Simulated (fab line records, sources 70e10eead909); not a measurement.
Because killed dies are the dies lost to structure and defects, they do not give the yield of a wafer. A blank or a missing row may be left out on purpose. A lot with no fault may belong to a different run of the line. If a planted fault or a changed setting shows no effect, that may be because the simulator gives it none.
fab line records | flow nandHarc | part 1 of 2: steps 1 to 4 of 6
record lots=22 | wafers=66 | lastDay=24
route steps=1159 shown A_STAIRCASE@700 A_SGD_CUT@761
lots untouched by any fault: they come from a run of this same line in which no faults occurred
startH: hours from the record's opening day to when the first of the lot's shown wafers began | waitH: hours elapsed since this lot's preceding step | " unchanged from the row above | L1.1+2: one row covering several wafers at once | - value missing, or start not given | * or withheld: withheld | < > ~ a bound
route shown NAME@n: NAME is a module with steps in the file, n the number in the route of the first one | usual: mean and standard deviation over wafers with no fault | same: alike in all rows | chamber/n: place in a boat | sites: readings site by site | _std_site: the standard deviation of these | _edge_site: inner sites' mean taken away from outer sites' mean | radiusMm: for every site, how far away it sits from the centre of the wafer | mask NAME#n: copy n | behind: the last tool/chamber to shape the wafer | hold: why the lot went on hold/how many hours it stayed there/how the hold came to an end | device: which transistor (n, p or np) failed to switch | end of line: at the end of the route, the tests of the same wafers | step lacking rows: just its recipe | killed: at the first sort, the dies lost to defects and structure; wafer yield is something else | map: per-die view of a wafer (x killed, . not killed, _ where there is no die)
set.NAME: the run value of the setting; set.NAME@STEP: its run value at that earlier step | model.NAME: the simulator's own value behind a step, which no gauge read
steps of the route over a sample of lots; a table a step, a row a wafer
services: the hour from which a tool's chamber was out of use, counted from the record's first day as startH (under 0 if before that day), plus the number of hours and why
## steps
# step NHARC_A_STAIRCASE_STRIP_476
# recipe timeS=20 | o2FlowSccm=500 | arFlowSccm=0 | biasW=0 | chemistry=O2
# usual drypumpMotorCurrentA=5.8/0.4 | o2FlowSccm=500.1/1.3 | oesProductAu=0.999/0.0076 | rfVppV=57.8/0.84 | showerheadPlenumPTorr=3.53/0.17 | throttleValvePct=17.036/0.0092
# same timeS=20
lot.wafer | tool       | chamber | startH | waitH | drypumpMotorCurrentA | o2FlowSccm | oesProductAu | rfHoursCounterH | rfVppV | showerheadPlenumPTorr | throttleValvePct
L074.2    | rieDiel-08 | 0       | 262.01 | 0.1   | 6.0                  | 500.2      | 1.009        | 40              | 58.5   | 3.65                  | 17.046
L074.4    | "          | 2       | "      | "     | 5.7                  | 501.1      | 1.013        | 48              | 55.6   | 3.31                  | 17.046
L074.5    | "          | 1       | "      | "     | 5.8                  | 499.7      | 1.007        | -               | 59.3   | 3.53                  | 17.040
L075.4    | rieDiel-06 | 2       | 271.94 | 0.1   | 5.8                  | 501.7      | 1.000        | 7               | 57.5   | 3.70                  | 17.001
L075.3    | "          | 0       | "      | "     | 5.6                  | 498.4      | 0.989        | 8               | 58.4   | 3.58                  | 17.050
L075.6    | "          | 2       | "      | "     | 5.8                  | 501.6      | 1.003        | -               | 59.1   | 3.70                  | 17.022
L076.4    | rieDiel-06 | 1       | 281.89 | 0.1   | 6.3                  | 502.1      | 0.999        | 11              | 57.6   | 3.31                  | 17.043
L076.2    | "          | 3       | "      | "     | 5.5                  | 500.0      | 0.999        | 10              | 59.2   | 3.77                  | 17.037
L076.5    | "          | 0       | "      | "     | 5.6                  | 501.0      | 1.001        | -               | 56.5   | 3.58                  | 17.033
L077.2    | rieDiel-12 | 3       | 284.62 | 0.2   | 5.8                  | 499.8      | 1.004        | 25              | 56.7   | 3.53                  | 17.042
L077.4    | "          | 0       | "      | "     | 6.1                  | 499.6      | 1.002        | 25              | 57.6   | 3.70                  | 17.029
L077.1    | "          | 1       | "      | "     | 6.0                  | 499.4      | 0.998        | 29              | 57.5   | 3.48                  | 17.039
L080.3    | rieDiel-06 | 2       | 301.60 | 0.1   | 5.8                  | 501.1      | 0.989        | 17              | 58.4   | 3.70                  | 17.031
L080.4    | "          | 3       | "      | "     | 5.5                  | 498.3      | 0.994        | 15              | 58.2   | 3.76                  | 17.038
L080.5    | "          | 2       | "      | "     | 5.8                  | 501.4      | 0.991        | -               | 58.8   | 3.70                  | 17.045
L081.3    | rieDiel-12 | 0       | 301.94 | 1.7   | 6.1                  | 498.5      | 1.001        | 32              | 58.2   | 3.69                  | 17.026
L081.2    | "          | 3       | "      | "     | 5.7                  | 500.3      | 1.005        | 31              | 57.9   | 3.53                  | 17.051
L081.6    | "          | 1       | "      | "     | 6.0                  | 500.7      | 1.003        | -               | 57.6   | 3.48                  | 17.043
L079.1    | rieDiel-06 | 0       | 302.70 | 0.1   | 5.6                  | 499.0      | 1.002        | 17              | 57.7   | 3.57                  | 17.045
L079.5    | "          | 1       | "      | "     | 6.4                  | 501.3      | 0.992        | -               | 57.5   | 3.31                  | 17.046
L079.6    | "          | 2       | "      | "     | 5.8                  | 499.4      | 0.999        | -               | 58.9   | 3.70                  | 17.050
L082.4    | rieDiel-08 | 0       | 319.66 | 0.1   | 6.0                  | 500.5      | 1.003        | 2               | 57.1   | 3.64                  | 17.035
L082.3    | "          | 2       | "      | "     | 5.7                  | 501.9      | 1.011        | 2               | 55.8   | 3.31                  | 17.028
L082.6    | "          | 0       | "      | "     | 6.0                  | 502.0      | 1.000        | -               | 58.7   | 3.64                  | 17.036
L083.3    | rieDiel-06 | 3       | 321.47 | 0.1   | 5.5                  | 498.1      | 0.998        | 23              | 58.6   | 3.76                  | 17.045
L083.1    | "          | 0       | "      | "     | 5.6                  | 499.0      | 1.000        | 24              | 56.4   | 3.57                  | 17.034
L083.5    | "          | 3       | "      | "     | 5.5                  | 501.0      | 0.982        | -               | 58.2   | 3.76                  | 17.027
L084.3    | rieDiel-06 | 1       | 328.38 | 1.5   | 6.4                  | 500.5      | 0.984        | 30              | 56.9   | 3.30                  | 17.022
L084.1    | "          | 0       | "      | "     | 5.6                  | 500.2      | 0.990        | 26              | 56.4   | 3.57                  | 17.031
L084.6    | "          | 2       | "      | "     | 5.8                  | 500.8      | 1.000        | -               | 57.4   | 3.69                  | 17.019
L086.4    | rieDiel-06 | 2       | 335.36 | 0.1   | 5.8                  | 501.0      | 0.996        | 32              | 58.2   | 3.69                  | 17.045
L086.2    | "          | 3       | "      | "     | 5.5                  | 500.6      | 0.991        | 28              | 56.9   | 3.76                  | 17.027
L086.6    | "          | 3       | "      | "     | 5.5                  | 500.4      | 0.995        | -               | 59.4   | 3.76                  | 17.043
L085.3    | rieDiel-06 | 3       | 336.77 | 0.1   | 5.5                  | 500.2      | 1.002        | 29              | 58.9   | 3.76                  | 17.023
L085.4    | "          | 0       | "      | "     | 5.6                  | 501.2      | 0.987        | 30              | 56.7   | 3.57                  | 17.026
L085.5    | "          | 1       | "      | "     | 6.4                  | 499.8      | 0.994        | -               | 57.3   | 3.30                  | 17.041
L087.2    | rieDiel-08 | 3       | 353.85 | 0.1   | 4.9                  | 500.2      | 1.001        | 15              | 58.3   | 3.33                  | 17.032
L087.5    | "          | 1       | "      | "     | 5.8                  | 501.5      | 1.007        | -               | 57.9   | 3.51                  | 17.055
L087.6    | "          | 2       | "      | "     | 5.7                  | 500.4      | 1.006        | -               | 57.7   | 3.30                  | 17.036
L089.1    | rieDiel-08 | 3       | 359.15 | 0.1   | 4.9                  | 499.3      | 1.008        | 17              | 57.6   | 3.33                  | 17.043
L089.2    | "          | 0       | "      | "     | 6.0                  | 498.6      | 0.997        | 17              | 57.8   | 3.63                  | 17.035
L089.4    | "          | 1       | "      | "     | 5.8                  | 502.0      | 0.999        | 17              | 56.4   | 3.51                  | 17.037
L090.1    | rieDiel-08 | 3       | 359.93 | 0.1   | 4.8                  | 500.5      | 1.008        | 17              | 57.0   | 3.33                  | 17.034
L090.2    | "          | 0       | "      | "     | 6.0                  | 500.1      | 0.996        | 17              | 57.2   | 3.64                  | 17.040
L090.6    | "          | 2       | "      | "     | 5.7                  | 501.7      | 1.003        | -               | 56.9   | 3.30                  | 17.044
L091.1    | rieDiel-08 | 3       | 374.47 | 0.3   | 4.9                  | 499.6      | 0.997        | 22              | 58.0   | 3.33                  | 17.011
L091.2    | "          | 0       | "      | "     | 6.0                  | 500.1      | 0.995        | 22              | 57.1   | 3.63                  | 17.038
L091.5    | "          | 2       | "      | "     | 5.7                  | 498.4      | 0.999        | -               | 58.5   | 3.30                  | 17.044
L093.1    | rieDiel-08 | 2       | 375.84 | 0.1   | 5.7                  | 500.1      | 1.009        | 23              | 58.7   | 3.30                  | 17.024
L093.2    | "          | 0       | "      | "     | 6.0                  | 499.4      | 0.995        | 23              | 57.5   | 3.63                  | 17.058
L093.6    | "          | 3       | "      | "     | 4.9                  | 501.7      | 0.992        | -               | 57.8   | 3.33                  | 17.016
L092.1    | rieDiel-06 | 0       | 377.25 | 0.1   | 5.6                  | 502.4      | 0.998        | 44              | 57.9   | 3.56                  | 17.038
L092.3    | "          | 1       | "      | "     | 6.4                  | 502.8      | 0.985        | 47              | 57.4   | 3.29                  | 17.038
L092.5    | "          | 0       | "      | "     | 5.6                  | 500.5      | 0.987        | -               | 57.2   | 3.56                  | 17.042
L094.1    | rieDiel-06 | 3       | 379.82 | 0.1   | 5.5                  | 500.7      | 0.991        | 45              | 58.0   | 3.75                  | 17.023
L094.6    | "          | 1       | "      | "     | 6.4                  | 502.4      | 0.997        | -               | 56.3   | 3.29                  | 17.020
L094.5    | "          | 2       | "      | "     | 5.8                  | 499.0      | 0.990        | -               | 58.5   | 3.68                  | 17.036
L095.4    | rieDiel-06 | 3       | 383.41 | 0.1   | 5.5                  | 500.4      | 1.002        | 46              | 58.8   | 3.75                  | 17.035
L095.1    | "          | 0       | "      | "     | 5.6                  | 499.1      | 0.996        | 45              | 57.8   | 3.56                  | 17.023
L095.5    | "          | 2       | "      | "     | 5.8                  | 501.0      | 1.000        | -               | 58.5   | 3.68                  | 17.050
L096.4    | rieDiel-06 | 3       | 388.78 | 0.1   | 5.5                  | 499.2      | 0.994        | 48              | 58.2   | 3.75                  | 17.036
L096.2    | "          | 1       | "      | "     | 6.4                  | 499.9      | 0.990        | 50              | 56.8   | 3.29                  | 17.044
L096.6    | "          | 2       | "      | "     | 5.8                  | 501.0      | 1.005        | -               | 58.0   | 3.68                  | 17.026
L097.4    | rieDiel-12 | 1       | 394.62 | 0.1   | 6.0                  | 499.9      | 1.009        | 1               | 58.6   | 3.46                  | 17.031
L097.2    | "          | 3       | "      | "     | 5.7                  | 500.2      | 1.020        | 1               | 59.5   | 3.51                  | 17.034
L097.1    | "          | 0       | "      | "     | 6.2                  | 503.4      | 1.014        | 1               | 58.7   | 3.68                  | 17.041
# step NHARC_A_STAIRCASE_DEP_417
# recipe targetThkA=600 | stepCoveragePct=20 | tempC=400 | targetThkNm=60 | flowSccm=200 | rfW=450 | material=Si3N4
# usual heaterPowerW=707/77 | rfFwdPowerW=449.2/1.5
lot.wafer | tool     | chamber | startH | waitH | heaterPowerW | rfFwdPowerW
L074.2    | pecvd-03 | 2       | 262.15 | -     | 758          | 449.8
L074.4    | "        | 1       | "      | "     | 763          | 450.0
L074.5    | "        | 0       | "      | "     | 785          | 450.6
L075.3    | pecvd-03 | 1       | 272.12 | -     | 738          | 447.4
L075.4    | "        | 2       | "      | "     | 663          | 451.3
L075.6    | "        | 0       | "      | "     | 804          | 447.2
L076.2    | pecvd-04 | 0       | 281.98 | -     | 516          | 451.7
L076.4    | "        | 1       | "      | "     | 612          | 450.6
L076.5    | "        | 2       | "      | "     | 720          | 450.1
L077.1    | pecvd-01 | 1       | 284.71 | -     | 716          | 449.1
L077.2    | "        | 0       | "      | "     | 779          | 447.5
L077.4    | "        | 0       | "      | "     | 804          | 449.7
L080.3    | pecvd-04 | 0       | 301.69 | -     | 592          | 450.2
L080.5    | "        | 1       | "      | "     | 553          | 448.3
L080.4    | "        | 2       | "      | "     | 735          | 449.0
L081.3    | pecvd-04 | 2       | 302.03 | -     | 678          | 447.6
L081.2    | "        | 0       | "      | "     | 601          | 450.3
L081.6    | "        | 2       | "      | "     | 681          | 450.6
L079.1    | pecvd-04 | 0       | 302.93 | -     | 620          | 449.2
L079.5    | "        | 2       | "      | "     | 695          | 448.3
L079.6    | "        | 0       | "      | "     | 493          | 448.6
L082.3    | pecvd-01 | 0       | 319.84 | -     | 740          | 448.4
L082.4    | "        | 2       | "      | "     | 827          | 449.1
L082.6    | "        | 0       | "      | "     | 748          | 450.9
L083.1    | pecvd-04 | 2       | 321.56 | -     | 670          | 450.3
L083.3    | "        | 0       | "      | "     | 606          | 448.0
L083.5    | "        | 2       | "      | "     | 676          | 449.0
L084.3    | pecvd-01 | 0       | 328.47 | -     | 786          | 451.4
L084.1    | "        | 1       | "      | "     | 639          | 449.8
L084.6    | "        | 1       | "      | "     | 645          | 448.7
L086.2    | pecvd-03 | 2       | 335.50 | -     | 739          | 446.3
L086.4    | "        | 1       | "      | "     | 763          | 448.8
L086.6    | "        | 2       | "      | "     | 734          | 448.6
L085.3    | pecvd-01 | 1       | 336.86 | -     | 705          | 449.3
L085.4    | "        | 1       | "      | "     | 720          | 449.3
L085.5    | "        | 2       | "      | "     | 774          | 447.7
L087.2    | pecvd-01 | 1       | 353.94 | -     | 695          | 447.2
L087.5    | "        | 2       | "      | "     | 832          | 450.3
L087.6    | "        | 0       | "      | "     | 732          | 448.9
L089.1    | pecvd-03 | 1       | 359.29 | -     | 826          | 450.4
L089.2    | "        | 2       | "      | "     | 715          | 450.1
L089.4    | "        | 0       | "      | "     | 773          | 449.6
L090.1    | pecvd-03 | 0       | 360.02 | -     | 682          | 450.9
L090.2    | "        | 2       | "      | "     | 639          | 453.2
L090.6    | "        | 2       | "      | "     | 632          | 448.6
L091.2    | pecvd-01 | 1       | 374.56 | -     | 694          | 447.8
L091.1    | "        | 0       | "      | "     | 761          | 448.3
L091.5    | "        | 1       | "      | "     | 694          | 450.4
L093.2    | pecvd-01 | 2       | 375.93 | -     | 739          | 444.4
L093.1    | "        | 1       | "      | "     | 690          | 449.3
L093.6    | "        | 2       | "      | "     | 755          | 447.8
L092.1    | pecvd-03 | 2       | 377.39 | -     | 669          | 450.8
L092.3    | "        | 0       | "      | "     | 674          | 450.0
L092.5    | "        | 0       | "      | "     | 665          | 448.1
L094.1    | pecvd-03 | 0       | 380.27 | -     | 784          | 451.3
L094.5    | "        | 0       | "      | "     | 651          | 449.9
L094.6    | "        | 1       | "      | "     | 793          | 450.5
L095.1    | pecvd-03 | 0       | 383.50 | -     | 688          | 448.4
L095.4    | "        | 0       | "      | "     | 707          | 449.0
L095.5    | "        | 2       | "      | "     | 709          | 447.7
L096.2    | pecvd-01 | 0       | 388.87 | -     | 734          | 450.1
L096.6    | "        | 0       | "      | "     | 762          | 449.1
L096.4    | "        | 2       | "      | "     | 811          | 449.8
L097.1    | pecvd-04 | 1       | 394.72 | -     | 538          | 450.9
L097.2    | "        | 2       | "      | "     | 661          | 448.0
L097.4    | "        | 2       | "      | "     | 679          | 448.5
# step NHARC_A_STAIRCASE_CMP_472
# recipe material=SiO2
# usual motorCurrentA=11.7/0.75 | retainingRingPressureFrac=1.000/0.005 | slurryFlowMlMin=150.0/0.46
lot.wafer | tool   | chamber | startH | waitH | motorCurrentA | retainingRingPressureFrac | slurryFlowMlMin
L074.2    | cmp-02 | 3       | 305.10 | 0.3   | 13.1          | 1.000                     | 150.2
L074.4    | "      | 0       | "      | "     | 12.8          | 0.999                     | 150.9
L074.5    | "      | 2       | "      | "     | 11.0          | 1.003                     | 150.0
L075.3    | cmp-01 | 0       | 318.88 | 0.2   | 11.1          | 0.999                     | 149.7
L075.4    | "      | 3       | "      | "     | 10.8          | 0.999                     | 149.8
L075.6    | "      | 0       | "      | "     | 10.9          | 1.000                     | 150.1
L076.2    | cmp-02 | 3       | 331.29 | 0.2   | 12.8          | 1.001                     | 149.7
L076.4    | "      | 0       | "      | "     | 12.5          | 1.004                     | 150.7
L076.5    | "      | 0       | "      | "     | 12.8          | 1.006                     | 150.8
L077.4    | cmp-01 | 3       | 333.34 | 0.2   | 11.1          | 0.998                     | 150.5
L077.1    | "      | 1       | "      | "     | 11.3          | 1.002                     | 149.9
L077.2    | "      | 2       | "      | "     | 11.5          | 1.012                     | 149.3
L079.1    | cmp-01 | 0       | 348.59 | 0.2   | 11.6          | 1.000                     | 150.2
L079.5    | "      | 0       | "      | "     | 12.0          | 0.999                     | 150.8
L079.6    | "      | 1       | "      | "     | 12.1          | 0.996                     | 149.8
L081.3    | cmp-01 | 0       | 348.94 | 0.2   | 11.9          | 0.993                     | 150.3
L081.2    | "      | 3       | "      | "     | 11.4          | 1.006                     | 149.5
L081.6    | "      | 1       | "      | "     | 12.3          | 0.987                     | 149.4
L080.4    | cmp-02 | 3       | 349.11 | 0.2   | 13.0          | 1.003                     | 150.0
L080.3    | "      | 2       | "      | "     | 10.8          | 0.997                     | 150.2
L080.5    | "      | 0       | "      | "     | 13.3          | 1.002                     | 150.3
L084.3    | cmp-01 | 2       | 368.73 | 0.2   | 12.3          | 1.007                     | 150.1
L084.1    | "      | 3       | "      | "     | 10.7          | 1.000                     | 150.7
L084.6    | "      | 3       | "      | "     | 10.4          | 1.005                     | 150.1
L083.3    | cmp-01 | 3       | 369.01 | 0.2   | 11.7          | 0.999                     | 150.0
L083.1    | "      | 1       | "      | "     | 11.9          | 1.013                     | 150.1
L083.5    | "      | 3       | "      | "     | 11.5          | 1.003                     | 149.4
L082.4    | cmp-02 | 1       | 370.71 | 0.2   | 10.7          | 1.000                     | 150.0
L082.3    | "      | 2       | "      | "     | 11.0          | 1.000                     | 150.6
L082.6    | "      | 2       | "      | "     | 10.6          | 0.993                     | 150.2
L086.2    | cmp-01 | 2       | 379.77 | 0.2   | 12.3          | 1.004                     | 150.0
L086.4    | "      | 3       | "      | "     | 11.5          | 1.000                     | 150.4
L086.6    | "      | 3       | "      | "     | 11.6          | 0.998                     | 150.7
L085.4    | cmp-01 | 3       | 381.23 | 0.2   | 11.4          | 0.994                     | 150.4
L085.3    | "      | 1       | "      | "     | 11.9          | 0.996                     | 150.1
L085.5    | "      | 2       | "      | "     | 11.9          | 0.998                     | 149.7
L087.2    | cmp-01 | 2       | 393.65 | 0.2   | 10.9          | 1.005                     | 150.2
L087.6    | "      | 1       | "      | "     | 11.5          | 1.007                     | 149.6
L087.5    | "      | 2       | "      | "     | 11.8          | 1.003                     | 149.9
L090.2    | cmp-01 | 3       | 398.63 | 0.4   | 10.9          | 1.009                     | 150.4
L090.1    | "      | 0       | "      | "     | 11.6          | 0.997                     | 150.6
L090.6    | "      | 1       | "      | "     | 11.6          | 1.004                     | 150.2
L089.2    | cmp-01 | 1       | 399.63 | 0.2   | 12.4          | 1.001                     | 149.8
L089.1    | "      | 2       | "      | "     | 11.3          | 0.991                     | 149.7
L089.4    | "      | 3       | "      | "     | 10.8          | 1.005                     | 149.3
L092.1    | cmp-02 | 0       | 420.13 | 0.2   | 12.1          | 1.000                     | 150.8
L092.3    | "      | 2       | "      | "     | 11.3          | 1.005                     | 149.8
L092.5    | "      | 0       | "      | "     | 13.2          | 0.997                     | 150.9
L094.1    | cmp-01 | 3       | 420.19 | 0.2   | 11.0          | 1.000                     | 149.3
L094.6    | "      | 1       | "      | "     | 11.9          | 1.004                     | 150.1
L094.5    | "      | 2       | "      | "     | 11.5          | 1.005                     | 149.0
L093.2    | cmp-01 | 3       | 420.45 | 0.2   | 11.3          | 0.994                     | 150.2
L093.1    | "      | 2       | "      | "     | 12.1          | 1.001                     | 149.0
L093.6    | "      | 3       | "      | "     | 11.5          | 0.999                     | 149.6
L091.2    | cmp-03 | 1       | 421.78 | 0.2   | 12.2          | 0.993                     | 149.6
L091.1    | "      | 3       | "      | "     | 11.3          | 0.998                     | 149.0
L091.5    | "      | 1       | "      | "     | 11.9          | 0.990                     | 150.6
L095.1    | cmp-02 | 3       | 428.50 | 0.2   | 12.7          | 1.000                     | 150.4
L095.4    | "      | 0       | "      | "     | 13.1          | 1.005                     | 149.8
L095.5    | "      | 3       | "      | "     | 12.4          | 0.995                     | 150.2
L096.2    | cmp-02 | 2       | 428.70 | 0.2   | 10.4          | 0.998                     | 149.7
L096.4    | "      | 3       | "      | "     | 12.9          | 1.001                     | 149.8
L096.6    | "      | 2       | "      | "     | 10.4          | 1.000                     | 149.4
L097.4    | cmp-01 | 2       | 438.62 | 0.2   | 11.1          | 1.002                     | 150.3
L097.1    | "      | 3       | "      | "     | 11.3          | 0.997                     | 150.5
L097.2    | "      | 0       | "      | "     | 10.9          | 1.006                     | 150.2
# step NHARC_A_SGD_CUT_DESCUM_14
# recipe timeS=3 | o2FlowSccm=200 | arFlowSccm=0 | biasPowerW=0 | chemistry=O2
# usual drypumpMotorCurrentA=5.6/0.34 | o2FlowSccm=200.0/0.54 | oesProductAu=0.999/0.0076 | rfVppV=58.0/0.79 | showerheadPlenumPTorr=1.95/0.084 | throttleValvePct=11.312/0.01
# same biasPowerW=0 | timeS=3
lot.wafer | tool       | chamber | startH | waitH | drypumpMotorCurrentA | o2FlowSccm | oesProductAu | rfHoursCounterH | rfVppV | showerheadPlenumPTorr | throttleValvePct
L074.4    | rieDiel-09 | 2       | 306.38 | 0.1   | 6.0                  | 200.2      | 1.017        | 2               | 58.4   | 1.87                  | 11.319
L074.2    | "          | 0       | "      | "     | 5.9                  | 200.9      | 0.990        | 2               | 57.6   | 1.96                  | 11.307
L074.5    | "          | 3       | "      | "     | 5.7                  | 199.7      | 0.994        | -               | 59.1   | 1.85                  | 11.308
L075.3    | rieDiel-11 | 1       | 320.21 | 0.1   | 5.6                  | 199.9      | 1.004        | 11              | 58.4   | 2.03                  | 11.303
L075.4    | "          | 3       | "      | "     | 5.6                  | 199.2      | 1.005        | 10              | 58.2   | 2.06                  | 11.317
L075.6    | "          | 1       | "      | "     | 5.6                  | 200.1      | 1.006        | -               | 57.4   | 2.03                  | 11.312
L076.2    | rieDiel-09 | 0       | 332.60 | 0.1   | 6.0                  | 199.2      | 0.998        | 3               | 58.3   | 1.96                  | 11.317
L076.4    | "          | 3       | "      | "     | 5.7                  | 199.8      | 0.992        | 4               | 57.2   | 1.85                  | 11.310
L076.5    | "          | 0       | "      | "     | 6.0                  | 200.1      | 0.999        | -               | 58.2   | 1.96                  | 11.302
L077.2    | rieDiel-11 | 1       | 335.03 | 0.1   | 5.6                  | 198.9      | 1.004        | 13              | 58.7   | 2.03                  | 11.322
L077.1    | "          | 2       | "      | "     | 4.6                  | 200.4      | 1.012        | 12              | 57.4   | 2.05                  | 11.293
L077.4    | "          | 3       | "      | "     | 5.6                  | 200.6      | 1.000        | 12              | 56.5   | 2.06                  | 11.299
L079.1    | rieDiel-11 | 1       | 349.80 | 0.1   | 5.6                  | 199.3      | 1.000        | 15              | 59.5   | 2.03                  | 11.333
L079.6    | "          | 3       | "      | "     | 5.7                  | 201.3      | 0.995        | -               | 58.4   | 2.06                  | 11.319
L079.5    | "          | 0       | "      | "     | 5.5                  | 199.7      | 0.992        | -               | 58.0   | 2.05                  | 11.323
L081.3    | rieDiel-09 | 2       | 350.26 | 0.1   | 5.9                  | 199.8      | 0.990        | 5               | 57.7   | 1.87                  | 11.305
L081.2    | "          | 0       | "      | "     | 6.0                  | 199.5      | 0.984        | 4               | 57.1   | 1.96                  | 11.320
L081.6    | "          | 2       | "      | "     | 6.0                  | 199.2      | 0.998        | -               | 57.0   | 1.87                  | 11.321
L080.3    | rieDiel-09 | 2       | 350.42 | 0.1   | 6.0                  | 200.4      | 0.996        | 5               | 56.3   | 1.87                  | 11.296
L080.4    | "          | 3       | "      | "     | 5.8                  | 201.3      | 0.980        | 4               | 56.2   | 1.85                  | 11.319
L080.5    | "          | 3       | "      | "     | 5.8                  | 201.1      | 0.981        | -               | 58.1   | 1.85                  | 11.313
L084.1    | rieDiel-07 | 1       | 370.05 | 0.1   | 5.3                  | 199.8      | 0.995        | 15              | 58.1   | 1.83                  | 11.302
L084.3    | "          | 3       | "      | "     | 5.4                  | 199.6      | 1.008        | 14              | 58.1   | 1.91                  | 11.278
L084.6    | "          | 2       | "      | "     | 5.5                  | 199.6      | 0.994        | -               | 57.8   | 1.98                  | 11.334
L083.1    | rieDiel-09 | 1       | 370.32 | 0.1   | 5.3                  | 199.8      | 0.997        | 7               | 58.3   | 1.95                  | 11.333
L083.3    | "          | 2       | "      | "     | 6.0                  | 200.4      | 0.994        | 7               | 59.0   | 1.87                  | 11.297
L083.5    | "          | 1       | "      | "     | 5.3                  | 200.0      | 0.991        | -               | 56.3   | 1.95                  | 11.323
L082.4    | rieDiel-07 | 1       | 372.03 | 0.1   | 5.3                  | 199.5      | 0.996        | 16              | 56.1   | 1.83                  | 11.308
L082.3    | "          | 3       | "      | "     | 5.4                  | 199.3      | 1.000        | 15              | 56.6   | 1.91                  | 11.306
L082.6    | "          | 1       | "      | "     | 5.3                  | 199.6      | 0.999        | -               | 58.3   | 1.83                  | 11.302
L086.2    | rieDiel-11 | 1       | 381.11 | 0.1   | 5.7                  | 199.9      | 1.002        | 0               | 58.8   | 2.02                  | 11.310
L086.4    | "          | 2       | "      | "     | 4.7                  | 199.8      | 1.009        | 0               | 58.4   | 2.05                  | 11.325
L086.6    | "          | 1       | "      | "     | 5.6                  | 199.5      | 1.000        | -               | 58.6   | 2.02                  | 11.315
L085.3    | rieDiel-11 | 2       | 382.53 | 0.1   | 4.7                  | 201.1      | 1.001        | 0               | 58.8   | 2.05                  | 11.304
L085.4    | "          | 3       | "      | "     | 5.6                  | 200.3      | 0.996        | 0               | 56.7   | 2.06                  | 11.317
L085.5    | "          | 0       | "      | "     | 5.5                  | 200.1      | 0.996        | -               | 58.5   | 2.05                  | 11.319
L087.2    | rieDiel-09 | 3       | 394.84 | 0.1   | 5.7                  | 199.3      | 0.992        | 7               | 57.4   | 1.85                  | 11.310
L087.6    | "          | 1       | "      | "     | 5.3                  | 199.9      | 0.988        | -               | 57.2   | 1.95                  | 11.318
L087.5    | "          | 2       | "      | "     | 6.0                  | 200.0      | 0.989        | -               | 58.1   | 1.87                  | 11.286
L090.2    | rieDiel-07 | 3       | 400.03 | 0.1   | 5.3                  | 200.2      | 1.009        | 17              | 58.3   | 1.91                  | 11.313
L090.1    | "          | 0       | "      | "     | 6.0                  | 199.9      | 0.998        | 16              | 58.1   | 1.82                  | 11.317
L090.6    | "          | 3       | "      | "     | 5.4                  | 199.9      | 1.012        | -               | 57.6   | 1.91                  | 11.314
L089.4    | rieDiel-09 | 2       | 400.92 | 0.1   | 6.0                  | 200.6      | 0.998        | 9               | 59.4   | 1.87                  | 11.317
L089.1    | "          | 3       | "      | "     | 5.8                  | 199.6      | 0.990        | 8               | 58.2   | 1.85                  | 11.305
L089.2    | "          | 0       | "      | "     | 6.0                  | 200.2      | 1.000        | 8               | 57.7   | 1.95                  | 11.310
L092.1    | rieDiel-07 | 0       | 421.44 | 0.1   | 6.0                  | 200.8      | 1.001        | 0               | 58.3   | 1.82                  | 11.327
L092.3    | "          | 2       | "      | "     | 5.5                  | 199.4      | 1.007        | 0               | 58.3   | 1.98                  | 11.302
L092.5    | "          | 0       | "      | "     | 6.0                  | 199.9      | 0.998        | -               | 57.5   | 1.82                  | 11.310
L094.1    | rieDiel-09 | 2       | 421.61 | 0.1   | 5.9                  | 199.9      | 1.004        | 10              | 58.7   | 1.87                  | 11.322
L094.5    | "          | 0       | "      | "     | 5.9                  | 199.3      | 1.009        | -               | 59.0   | 1.95                  | 11.326
L094.6    | "          | 1       | "      | "     | 5.3                  | 200.6      | 1.004        | -               | 58.3   | 1.95                  | 11.308
L093.2    | rieDiel-11 | 3       | 421.92 | 0.1   | 5.6                  | 200.2      | 1.005        | 5               | 58.1   | 2.06                  | 11.309
L093.1    | "          | 1       | "      | "     | 5.6                  | 199.3      | 0.999        | 5               | 57.4   | 2.02                  | 11.335
L093.6    | "          | 0       | "      | "     | 5.5                  | 199.5      | 0.999        | -               | 59.7   | 2.05                  | 11.302
L091.1    | rieDiel-09 | 2       | 422.98 | 0.1   | 6.0                  | 199.8      | 0.998        | 10              | 59.0   | 1.87                  | 11.321
L091.2    | "          | 3       | "      | "     | 5.8                  | 199.8      | 0.998        | 9               | 57.7   | 1.85                  | 11.323
L091.5    | "          | 3       | "      | "     | 5.8                  | 200.3      | 0.987        | -               | 58.2   | 1.85                  | 11.312
L095.1    | rieDiel-07 | 1       | 429.80 | 0.1   | 5.3                  | 200.7      | 0.992        | 2               | 57.4   | 1.83                  | 11.310
L095.4    | "          | 2       | "      | "     | 5.5                  | 199.2      | 1.005        | 2               | 58.3   | 1.98                  | 11.305
L095.5    | "          | 0       | "      | "     | 6.0                  | 200.4      | 1.005        | -               | 56.7   | 1.82                  | 11.307
L096.2    | rieDiel-11 | 0       | 429.91 | 0.1   | 5.5                  | 200.7      | 1.004        | 6               | 58.4   | 2.05                  | 11.306
L096.4    | "          | 1       | "      | "     | 5.6                  | 199.0      | 1.004        | 6               | 57.6   | 2.02                  | 11.310
L096.6    | "          | 3       | "      | "     | 5.6                  | 199.3      | 0.993        | -               | 58.2   | 2.06                  | 11.312
L097.1    | rieDiel-07 | 2       | 439.94 | 0.1   | 5.5                  | 200.7      | 0.997        | 4               | 58.4   | 1.98                  | 11.308
L097.2    | "          | 3       | "      | "     | 5.3                  | 199.9      | 1.006        | 4               | 57.8   | 1.91                  | 11.311
L097.4    | "          | 0       | "      | "     | 6.0                  | 199.9      | 1.002        | 4               | 58.2   | 1.82                  | 11.309
